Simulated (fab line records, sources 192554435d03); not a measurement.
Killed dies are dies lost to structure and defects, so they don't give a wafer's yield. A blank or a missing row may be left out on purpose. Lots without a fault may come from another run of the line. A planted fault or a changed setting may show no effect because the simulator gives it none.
fab line records | flow n5_finfet
record lots=7 wafers=39
route steps=1938 shown FIN_SAQP@147 DUMMY_GATE@228 SD_EPI_N@281 HKMG_FIN@427
start_h: hours from the record's first day to the start of the lot's first wafer shown | wait_h: hours since the lot's step before | " the same as in the row above | L1.1+2: a row that stands for several wafers | - no value, or no start given | * or withheld: withheld | < > ~ a bound
route shown NAME@n: a module of which the file shows steps, and the number in the route of the first | usual: mean/standard deviation of fault-free wafers | same: alike in all rows | chamber/n: place in a boat | sites: the reading at each site | _std_site: their standard deviation | _edge_site: outer sites' mean less inner sites' | radius_mm: how far each site lies from the wafer's centre | mask NAME#n: copy n | behind: the tool/chamber that last shaped the wafer | hold: why the lot was held/for how many hours/how that ended | device: the transistor (n, p or np) that didn't switch | end of line: the same wafers' tests at the end of the route | a step without rows: its recipe alone | killed: dies lost to structure and defects at the first sort, not the wafer's yield | map: a wafer's dies, x killed, . not, _ none there
set.NAME: the setting as run; set.NAME@STEP: as run at that earlier step | model.NAME: the simulator's own value behind a step, which no gauge read
lots whose settings were changed on purpose; a table a step, a row a wafer
## steps
# step N5_FIN_SAQP_FIN_ETCH_36
# recipe chemistry=HBr/Cl2/O2 target_depth_a=1200 mask_material=SiNx time_s=50.4 bias_w=102 pressure_mtorr=10 icp_w=800 HBr_flow_sccm=150 Cl2_flow_sccm=80 O2_flow_sccm=12
# columns lot.wafer tool chamber start_h wait_h set.bias_w model.SiNx_of_FIN_SAQP_HM_DEP_03.thk_nm
L074.1+6 rie_si-02 3,1 27.81 0.0 102 20.6
L074.2 " 0 " " 87.14 22
L074.3 " 1 " " 102 20.4
L074.4+5 " 3,0 " " 87.14 22.8
L077.1 rie_si-02 0 44.22 0.0 102 20.4
L077.2 " 2 " " 102 20.8
L077.3+4 " 1,3 " " 120.8 18.8
L077.5 " 1 " " 102 20.2
L077.6 " 2 " " 120.8 19.8
L083.1 rie_si-04 1 81.53 0.0 121.3 19.4
L083.2 " 3 " " 102 20.8
L083.3+5 " 2,0 " " 121.3 19.2
L083.4 " 0 " " 102 22
L083.6 " 3 " " 102 22.4
L084.1 rie_si-02 0 86.45 0.0 102 21.6
L084.2 " 1 " " 102 20.8
L084.3 " 2 " " 102 21.8
L085.1 rie_si-05 2 98.91 0.0 89.59 22.4
L085.2 " 3 " " 102 21.2
L085.3 " 1 " " 102 20.8
L085.4 " 2 " " 89.59 23
L085.5 " 1 " " 89.59 22.8
L085.6 " 3 " " 102 22
L087.1 rie_si-04 2 105.39 0.0 91.07 21.4
L087.2 " 3 " " 91.07 21.8
L087.3 " 1 " " 102 20.8
L087.4 " 0 " " 91.07 22.6
L087.5 " 0 " " 102 21.2
L087.6 " 1 " " 102 21.8
L088.1 rie_si-04 1 110.62 0.0 90.75 21.8
L088.2 " 2 " " 102 19.4
L088.3 " 3 " " 90.75 21.4
L088.4 " 0 " " 90.75 21.6
L088.5 " 0 " " 102 21
L088.6 " 3 " " 102 20.6
# step N5_DUMMY_GATE_EXPOSE_12
# recipe mask_id=GATE na=0.33 source_shape=annular sigma_inner=0.2 sigma_outer=0.6 polarization=unpolarized target_cd_nm=25 dose_mj=34
# columns lot.wafer tool chamber start_h wait_h mask set.dose_mj
L074.1+2+3+4+5+6 euv_scanner-02 0 52.37 - GATE#0 34
L077.1+3+4 euv_scanner-01 0 64.19 - GATE#0 34
L077.2+5+6 " 0 " " GATE#0 32.71
L083.1+4+5 euv_scanner-01 0 101.18 - GATE#0 34
L083.2+3+6 " 0 " " GATE#0 32.3
L084.1+2+3 euv_scanner-01 0 105.96 - GATE#0 34
L085.1+4+6 euv_scanner-01 0 119.85 - GATE#0 34
L085.2+3+5 " 0 " " GATE#0 32.6
L087.1+2+3+4+5+6 euv_scanner-02 0 125.30 - GATE#0 34
L088.1+2+3+4+5+6 euv_scanner-02 0 131.68 - GATE#0 34
# step N5_DUMMY_GATE_PEB_13
# recipe peb_temp_c=100 peb_time_s=60 resist=CAR-EUV
# step N5_DUMMY_GATE_DEVELOP_14
# recipe develop_time_s=30 developer=TMAH resist=CAR-EUV rinse_liquid=surfactant_rinse dry=air_spin dev_temp_c=23
# step N5_DUMMY_GATE_CD_MEAS_15
# recipe target_cd_nm=25.8 landing_energy_ev=500 detector=se_inlens
# usual cd_nm=24.96/0.22
# columns lot.wafer tool chamber start_h wait_h set.dose_mj@DUMMY_GATE_EXPOSE_12 cd_nm
L074.1 cd_sem-03 0 52.50 - 34 25.12
L074.2 " 0 " " 34 24.94
L074.3 " 0 " " 34 25.49
L074.4 " 0 " " 34 24.88
L074.5 " 0 " " 34 24.90
L074.6 " 0 " " 34 25.39
L077.1 cd_sem-02 0 64.32 - 34 24.88
L077.2 " 0 " " 32.71 25.76
L077.3 " 0 " " 34 24.87
L077.4 " 0 " " 34 25.18
L077.5 " 0 " " 32.71 26.12
L077.6 " 0 " " 32.71 26.02
L083.1 cd_sem-01 0 101.30 - 34 25.04
L083.2 " 0 " " 32.3 25.89
L083.3 " 0 " " 32.3 25.89
L083.4 " 0 " " 34 24.80
L083.5 " 0 " " 34 24.85
L083.6 " 0 " " 32.3 26.10
L084.1 cd_sem-03 0 106.09 - 34 25.15
L084.2 " 0 " " 34 25.61
L084.3 " 0 " " 34 25.28
L085.1 cd_sem-02 0 119.98 - 34 24.80
L085.2 " 0 " " 32.6 25.53
L085.3 " 0 " " 32.6 25.79
L085.4 " 0 " " 34 24.97
L085.5 " 0 " " 32.6 25.72
L085.6 " 0 " " 34 25.09
L087.1 cd_sem-02 0 125.43 - 34 25.05
L087.2 " 0 " " 34 25.02
L087.3 " 0 " " 34 24.93
L087.4 " 0 " " 34 25.14
L087.5 " 0 " " 34 24.70
L087.6 " 0 " " 34 24.58
L088.1 cd_sem-01 0 131.80 - 34 24.75
L088.2 " 0 " " 34 24.81
L088.3 " 0 " " 34 25.04
L088.4 " 0 " " 34 25.03
L088.5 " 0 " " 34 24.53
L088.6 " 0 " " 34 24.72
# step N5_SD_EPI_N_SD_RECESS_17
# recipe chemistry=HBr/Cl2/O2 target_depth_a=410 mask_material=SOC time_s=23.7 bt_time_s=3 pressure_mtorr=10 icp_w=800 bias_w=112 HBr_flow_sccm=150 Cl2_flow_sccm=80 O2_flow_sccm=12
# columns lot.wafer tool chamber start_h wait_h set.time_s model.etch.depth_nm model.Si_of_WELL_APT_EPI_41.thk_nm model.SD_EPI_N.feature_depth_nm
L074.1 rie_si-04 1 55.76 0.0 22.62 39.63 9.4 39.6
L074.2 " 3 " " 23.7 41.74 8 41.8
L074.3 " 2 " " 23.7 40.88 8.8 40.8
L074.4 " 0 " " 23.7 41.88 7.6 41.8
L074.5 " 0 " " 22.62 39.99 9.4 40
L074.6 " 1 " " 22.62 40.15 9.2 40.2
L077.1 rie_si-04 0 68.83 0.0 25.36 44.87 4.2 44.8
L077.2 " 2 " " 23.7 41.14 8 41.2
L077.3 " 1 " " 23.7 41.75 7.4 41.8
L077.4 " 3 " " 25.36 43.74 5.4 43.8
L077.5 " 3 " " 25.36 44.09 4.4 44
L077.6 " 0 " " 23.7 41.78 8 41.8
L083.1 rie_si-02 1 104.84 0.0 23.7 41.06 9.4 41
L083.2 " 2 " " 23.7 38.28 11.6 38.2
L083.3 " 3 " " 23.03 37.56 12.6 37.6
L083.4 " 0 " " 23.03 38.08 12.2 38
L083.5 " 0 " " 23.03 38.31 11.6 38.4
L083.6 " 1 " " 23.7 40.87 8.6 40.8
L084.1 rie_si-04 2 109.69 0.0 23.7 40.9 9 41
L084.2 " 0 " " 23.7 42.58 7.6 42.6
L084.3 " 3 " " 23.7 41.13 9.2 41.2
L085.1 rie_si-04 0 123.23 0.0 22.93 40.58 8.6 40.6
L085.2 " 3 " " 23.7 40.44 9.2 40.4
L085.3 " 2 " " 22.93 39.56 9.8 39.6
L085.4 " 1 " " 22.93 39.85 9.4 39.8
L085.5 " 3 " " 23.7 40.7 8 40.6
L085.6 " 2 " " 23.7 40.83 7.8 40.8
L087.1 rie_si-02 2 128.59 0.0 22.41 36.79 12.4 36.8
L087.2 " 3 " " 23.7 39.38 10 39.4
L087.3 " 1 " " 23.7 41.67 7.6 41.6
L087.4 " 0 " " 22.41 37.32 11.8 37.4
L087.5 " 3 " " 23.7 39.6 9.6 39.6
L087.6 " 2 " " 22.41 36.92 12.8 37
L088.1 rie_si-04 2 136.11 0.0 23.7 40.91 9.6 41
L088.2 " 3 " " 23.7 40.91 10 41
L088.3 " 1 " " 22.07 38.18 12 38.2
L088.4 " 1 " " 22.07 38.16 13.2 38.2
L088.5 " 2 " " 23.7 40.86 9.2 40.8
L088.6 " 3 " " 22.07 38.16 12.6 38.2
# step N5_SD_EPI_N_STRIP_38
# recipe chemistry=N2/H2 power_w=1000 temp_c=250 h2_frac=0.65 overash_fraction=0.3 pressure_mtorr=withheld n2_flow_sccm=1750 h2_flow_sccm=3250
# step N5_SD_EPI_N_WET_ETCH_43
# recipe chemistry=dHF dilution=withheld time_s=14 target=SiO2 target_depth_a=15 temp_c=25
# step N5_SD_EPI_N_STRIP_18
# recipe chemistry=SPM time_s=750 temp_c=130 h2so4_h2o2_vol_ratio=4
# columns lot.wafer tool chamber start_h wait_h set.time_s@SD_EPI_N_SD_RECESS_17 model.Si_of_WELL_APT_EPI_41.thk_nm
L074.1+5 wet_bench-02 7,3 55.96 0.0 22.62 9.2
L074.2 " 6 " " 23.7 7.6
L074.3 " 1 " " 23.7 8.4
L074.4 " 0 " " 23.7 7.2
L074.6 " 2 " " 22.62 9
L077.1 wet_bench-02 5 69.02 0.0 25.36 3.8
L077.2+6 " 0,1 " " 23.7 7.6
L077.3 " 6 " " 23.7 7
L077.4 " 2 " " 25.36 5.2
L077.5 " 7 " " 25.36 4.2
L083.1 wet_bench-03 5 105.03 0.0 23.7 9
L083.2 " 0 " " 23.7 11.2
L083.3 " 4 " " 23.03 12.2
L083.4 " 1 " " 23.03 11.8
L083.5 " 6 " " 23.03 11.2
L083.6 " 7 " " 23.7 8.4
L084.1+3 wet_bench-03 4,6 109.88 0.0 23.7 8.8
L084.2 " 5 " " 23.7 7.2
L085.1 wet_bench-03 7 123.42 0.0 22.93 8.2
L085.2 " 4 " " 23.7 8.8
L085.3 " 6 " " 22.93 9.4
L085.4 " 1 " " 22.93 9
L085.5 " 0 " " 23.7 7.8
L085.6 " 5 " " 23.7 7.4
L087.1 wet_bench-03 4 128.78 0.0 22.41 12
L087.2 " 1 " " 23.7 9.6
L087.3 " 6 " " 23.7 7.2
L087.4 " 0 " " 22.41 11.4
L087.5 " 7 " " 23.7 9.2
L087.6 " 5 " " 22.41 12.4
L088.1 wet_bench-02 3 136.29 0.0 23.7 9.2
L088.2 " 2 " " 23.7 9.6
L088.3 " 0 " " 22.07 11.6
L088.4 " 1 " " 22.07 12.8
L088.5 " 4 " " 23.7 8.8
L088.6 " 7 " " 22.07 12.2
# step N5_HKMG_FIN_EXPOSE_09
# recipe mask_id=NWFM na=1.35 source_shape=conventional sigma_outer=0.8 polarization=unpolarized dose_mj=39.25
# columns lot.wafer tool chamber start_h wait_h mask set.dose_mj
L074.1+2+3+4+5+6 arfi_scanner-02 0 81.33 - NWFM#0 39.25
L077.1+2+5 arfi_scanner-03 0 92.82 - NWFM#0 41.85
L077.3+4+6 " 0 " " NWFM#0 39.25
L083.1+2+5 arfi_scanner-01 0 130.42 - NWFM#0 40.88
L083.3+4+6 " 0 " " NWFM#0 39.25
L084.1+2+3 arfi_scanner-03 0 133.74 - NWFM#0 39.25
L085.1+2+5 arfi_scanner-01 0 148.23 - NWFM#0 37.4
L085.3+4+6 " 0 " " NWFM#0 39.25
L087.1+2+5 arfi_scanner-03 0 153.96 - NWFM#0 39.25
L087.3+4+6 " 0 " " NWFM#0 41.11
L088.1+4+6 arfi_scanner-03 0 160.24 - NWFM#0 38.34
L088.2+3+5 " 0 " " NWFM#0 39.25
# step N5_HKMG_FIN_PEB_10
# recipe peb_temp_c=withheld peb_time_s=60 resist=CAR-ArF
# step N5_HKMG_FIN_DEVELOP_11
# recipe develop_time_s=30 developer=TMAH resist=CAR-ArF dev_temp_c=23 rinse_liquid=diw dry=air_spin
# step N5_HKMG_FIN_CD_MEAS_12
# recipe target_cd_nm=92.8 landing_energy_ev=500 detector=se_inlens
# usual cd_nm=93.2/1
# columns lot.wafer tool chamber start_h wait_h set.dose_mj@HKMG_FIN_EXPOSE_09 cd_nm
L074.1 cd_sem-02 0 81.46 - 39.25 92.4
L074.2 " 0 " " 39.25 92.7
L074.3 " 0 " " 39.25 92.5
L074.4 " 0 " " 39.25 92.7
L074.5 " 0 " " 39.25 92.0
L074.6 " 0 " " 39.25 92.4
L077.1 cd_sem-03 0 92.95 - 41.85 96.8
L077.2 " 0 " " 41.85 97.1
L077.3 " 0 " " 39.25 93.3
L077.4 " 0 " " 39.25 91.5
L077.5 " 0 " " 41.85 97.0
L077.6 " 0 " " 39.25 93.0
L083.1 cd_sem-01 0 130.55 - 40.88 96.9
L083.2 " 0 " " 40.88 96.9
L083.3 " 0 " " 39.25 94.4
L083.4 " 0 " " 39.25 92.6
L083.5 " 0 " " 40.88 97.1
L083.6 " 0 " " 39.25 93.1
L084.1 cd_sem-02 0 133.86 - 39.25 93.2
L084.2 " 0 " " 39.25 93.8
L084.3 " 0 " " 39.25 94.8
L085.1 cd_sem-03 0 148.35 - 37.4 88.7
L085.2 " 0 " " 37.4 89.5
L085.3 " 0 " " 39.25 92.1
L085.4 " 0 " " 39.25 92.4
L085.5 " 0 " " 37.4 87.8
L085.6 " 0 " " 39.25 92.6
L087.1 cd_sem-03 0 154.08 - 39.25 94.8
L087.2 " 0 " " 39.25 93.5
L087.3 " 0 " " 41.11 97.4
L087.4 " 0 " " 41.11 96.7
L087.5 " 0 " " 39.25 93.1
L087.6 " 0 " " 41.11 96.2
L088.1 cd_sem-02 0 160.37 - 38.34 92.7
L088.2 " 0 " " 39.25 92.4
L088.3 " 0 " " 39.25 93.4
L088.4 " 0 " " 38.34 92.1
L088.5 " 0 " " 39.25 93.3
L088.6 " 0 " " 38.34 92.5
# step N5_HKMG_FIN_ETCH_32
# recipe chemistry=N2/H2 target=SOC target_depth_a=2400 temp_c=40 time_s=300 ion_energy_ev=200 mask_material=SiARC pressure_mtorr=30 source_w=840 bias_w=150 n2_flow_sccm=200 h2_flow_sccm=200
# columns lot.wafer tool chamber start_h wait_h set.target_depth_a model.HKMG_FIN.feature_depth_nm model.etch.depth_nm
L074.1 rie_diel-03 3 81.64 0.0 2400 234.8 234.8
L074.2 " 0 " " 2482 240.2 240.2
L074.3 " 1 " " 2400 246.4 246.5
L074.4 " 3 " " 2400 236.8 236.7
L074.5 " 0 " " 2482 238 237.9
L074.6 " 1 " " 2482 254.4 254.4
L077.1 rie_diel-01 0 93.12 0.0 2400 250.8 250.8
L077.2+5 " 1 " " 2400 245.8 245.8
L077.3 " 2 " " 2400 245.2 245.3
L077.4 " 0 " " 2400 251 251
L077.6 " 2 " " 2400 242.6 242.6
L083.1 rie_diel-01 2 130.77 0.0 2658 266.8 266.7
L083.2 " 3 " " 2400 244.2 244.3
L083.3 " 0 " " 2400 249.2 249.2
L083.4 " 1 " " 2400 246.8 246.8
L083.5 " 3 " " 2658 269 269
L083.6 " 0 " " 2658 275.4 275.5
L084.1 rie_diel-03 0 134.04 0.0 2400 237 237.1
L084.2 " 3 " " 2400 240.6 240.6
L084.3 " 2 " " 2400 249.2 249.1
L085.1 rie_diel-01 3 148.53 0.0 2400 236.6 236.7
L085.2 " 1 " " 2565 259.2 259.2
L085.3 " 0 " " 2565 264.2 264.2
L085.4 " 1 " " 2400 245.4 245.5
L085.5 " 0 " " 2400 247 247
L085.6 " 3 " " 2565 255.8 255.8
L087.1 rie_diel-04 0 154.26 0.0 2647 269 269.1
L087.2 " 3 " " 2400 229.2 229.2
L087.3 " 1 " " 2647 275.2 275.2
L087.4 " 2 " " 2647 273.6 273.6
L087.5 " 3 " " 2400 229 229
L087.6 " 2 " " 2400 244.2 244.2
L088.1 rie_diel-03 3 160.55 0.0 2645 264.8 264.7
L088.2 " 2 " " 2645 270.2 270.1
L088.3 " 0 " " 2645 259.2 259.2
L088.4 " 1 " " 2400 252 252.1
L088.5 " 0 " " 2400 238.6 238.6
L088.6 " 1 " " 2400 254.2 254.3
## key
split step=N5_FIN_SAQP_FIN_ETCH_36 setting=bias_w stated=102 by=wafer
response step=N5_FIN_SAQP_FIN_ETCH_36 reading=model.SiNx_of_FIN_SAQP_HM_DEP_03.thk_nm change=-0.107 per=1% r=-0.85
split step=N5_DUMMY_GATE_EXPOSE_12 setting=dose_mj stated=34 by=wafer
response step=N5_DUMMY_GATE_CD_MEAS_15 reading=cd_nm change=-0.215 per=1% r=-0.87
split step=N5_SD_EPI_N_SD_RECESS_17 setting=time_s stated=23.7 by=wafer
response step=N5_SD_EPI_N_SD_RECESS_17 reading=model.etch.depth_nm change=+0.424 per=1% r=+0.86
response step=N5_SD_EPI_N_SD_RECESS_17 reading=model.Si_of_WELL_APT_EPI_41.thk_nm change=-0.455 per=1% r=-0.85
response step=N5_SD_EPI_N_SD_RECESS_17 reading=model.SD_EPI_N.feature_depth_nm change=+0.415 per=1% r=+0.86
response step=N5_SD_EPI_N_STRIP_18 reading=model.Si_of_WELL_APT_EPI_41.thk_nm change=-0.453 per=1% r=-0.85
split step=N5_HKMG_FIN_EXPOSE_09 setting=dose_mj stated=39.25 by=wafer
response step=N5_HKMG_FIN_CD_MEAS_12 reading=cd_nm change=+0.689 per=1% r=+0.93
split step=N5_HKMG_FIN_ETCH_32 setting=target_depth_a stated=2400 by=wafer
response step=N5_HKMG_FIN_ETCH_32 reading=model.HKMG_FIN.feature_depth_nm change=+2.47 per=1% r=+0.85
response step=N5_HKMG_FIN_ETCH_32 reading=model.etch.depth_nm change=+2.47 per=1% r=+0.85
